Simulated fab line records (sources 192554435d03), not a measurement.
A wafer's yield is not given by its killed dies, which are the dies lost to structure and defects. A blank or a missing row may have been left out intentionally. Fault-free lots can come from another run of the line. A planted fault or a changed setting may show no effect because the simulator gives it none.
One fault through the eyes of 2 desks / flow n5-finfet / what lay behind the numbers comes last; until then each desk has only its own

== DESK OF THE TOOL OWNER: pecvd-01 ==
The tool's own readings at N5_BEOL_M10_DEP_56 (deposits SiCN from 3MS/NH3, target thk 15 nm, time 26.5 s): means of the sampled wafers that have a number, for each lot that ran on this tool. Marked OUT: a lot whose mean sits more than 4 standard deviations from the usual mean, which makes it out of limits; the brackets give that distance.
Columns: A = showerhead-plenum-p-Torr at N5_BEOL_M10_DEP_56, usual 3.672 Torr; B = throttle-valve-pct at N5_BEOL_M10_DEP_56, usual 8.8 %
lot=L368; first seen here=day 11 00:37; A=3.674; B=9.5
lot=L377; first seen here=day 13 09:30; A=3.658; B=8.7
lot=L375; first seen here=day 13 15:29; A=3.660; B=8.7
lot=L378; first seen here=day 13 22:22; A=3.666; B=9.1
This desk's finding: nothing out of limits on any of the 4 lots.

== METROLOGY DESK ==
Means of the sampled wafers that have a number, per lot and without regard to the tool the lot ran on: this is what the gauges read. Marked OUT: a lot whose mean sits more than 4 standard deviations from the usual mean, which makes it out of limits; the brackets give that distance.
Columns: A = M10_THK at N5_BEOL_M10_THK_MEAS_53, usual 141.1 nm; B = M10_RS at N5_BEOL_M10_RS_MEAS_57, usual 0.1511 ohm/sq
lot=L368; first seen here=day 11 00:32; A=140.2; B=0.1521
lot=L377; first seen here=day 13 09:22; A=141.0; B=0.1499
lot=L375; first seen here=day 13 15:23; A=142.3; B=0.1480
lot=L378; first seen here=day 13 22:17; A=140.0; B=0.1532
lot=L383; first seen here=day 15 05:31; A=141.2; B=0.1509
lot=L386; first seen here=day 15 19:54; A=142.9; B=0.1506
lot=L387; first seen here=day 16 01:11; A=141.5; B=0.1510
This desk's finding: nothing out of limits on any of the 7 lots.

== TAKEN TOGETHER ==
The tool owner's desk saw nothing out of limits.
Metrology desk: nothing out of limits seen.

== WHAT WAS PUT IN BY THE SIMULATOR ==
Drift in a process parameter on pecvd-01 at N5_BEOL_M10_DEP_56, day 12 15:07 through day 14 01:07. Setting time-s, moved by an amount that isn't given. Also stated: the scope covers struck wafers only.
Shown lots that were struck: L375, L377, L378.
